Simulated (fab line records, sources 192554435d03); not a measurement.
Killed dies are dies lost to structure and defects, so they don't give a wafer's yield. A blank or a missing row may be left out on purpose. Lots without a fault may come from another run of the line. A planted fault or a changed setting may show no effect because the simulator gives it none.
One fault seen from 2 desks | flow n5_finfet | each desk has only its own numbers; what lay behind them comes last

THE TOOL OWNER'S DESK: pecvd-01
The tool's own readings at N5_BEOL_M5_DEP_56 (deposits SiCN from 3MS/NH3, target thk 8 nm, time 14 s): means of the sampled wafers that have a number, for each lot that ran on this tool. A lot is out of limits, marked OUT, if its mean lies more than 4 standard deviations from the usual mean; the brackets give that distance.
Columns: A = showerhead_plenum_p_Torr at N5_BEOL_M5_DEP_56, usual 3.665 Torr; B = throttle_valve_pct at N5_BEOL_M5_DEP_56, usual 9.1 %
lot  | first seen here | A     | B
L316 | day 9 05:46     | 3.664 | 9.1
L323 | day 10 15:54    | 3.655 | 9.5
L325 | day 11 18:14    | 3.660 | 8.8
L327 | day 11 18:44    | 3.658 | 9.4
This desk's finding: nothing out of limits on any of the 4 lots.

THE METROLOGY DESK
What the gauges read, lot by lot, whatever tool the lot ran on: means of the sampled wafers that have a number. A lot is out of limits, marked OUT, if its mean lies more than 4 standard deviations from the usual mean; the brackets give that distance.
Columns: A = M5_THK at N5_BEOL_M5_THK_MEAS_53, usual 62.3 nm; B = M5_RS at N5_BEOL_M5_RS_MEAS_57, usual 0.391 ohm/sq
lot  | first seen here | A    | B
L314 | day 8 14:02     | 63.6 | 0.384
L316 | day 9 05:35     | 62.8 | 0.388
L323 | day 10 15:41    | 61.0 | 0.398
L325 | day 11 18:03    | 63.5 | 0.383
L327 | day 11 18:32    | 62.3 | 0.396
L328 | day 12 14:59    | 61.3 | 0.393
L333 | day 13 00:13    | 62.5 | 0.390
This desk's finding: nothing out of limits on any of the 7 lots.

PUT TOGETHER
The tool owner's desk saw nothing out of limits.
The metrology desk saw nothing out of limits.

WHAT THE SIMULATOR HAD PUT IN
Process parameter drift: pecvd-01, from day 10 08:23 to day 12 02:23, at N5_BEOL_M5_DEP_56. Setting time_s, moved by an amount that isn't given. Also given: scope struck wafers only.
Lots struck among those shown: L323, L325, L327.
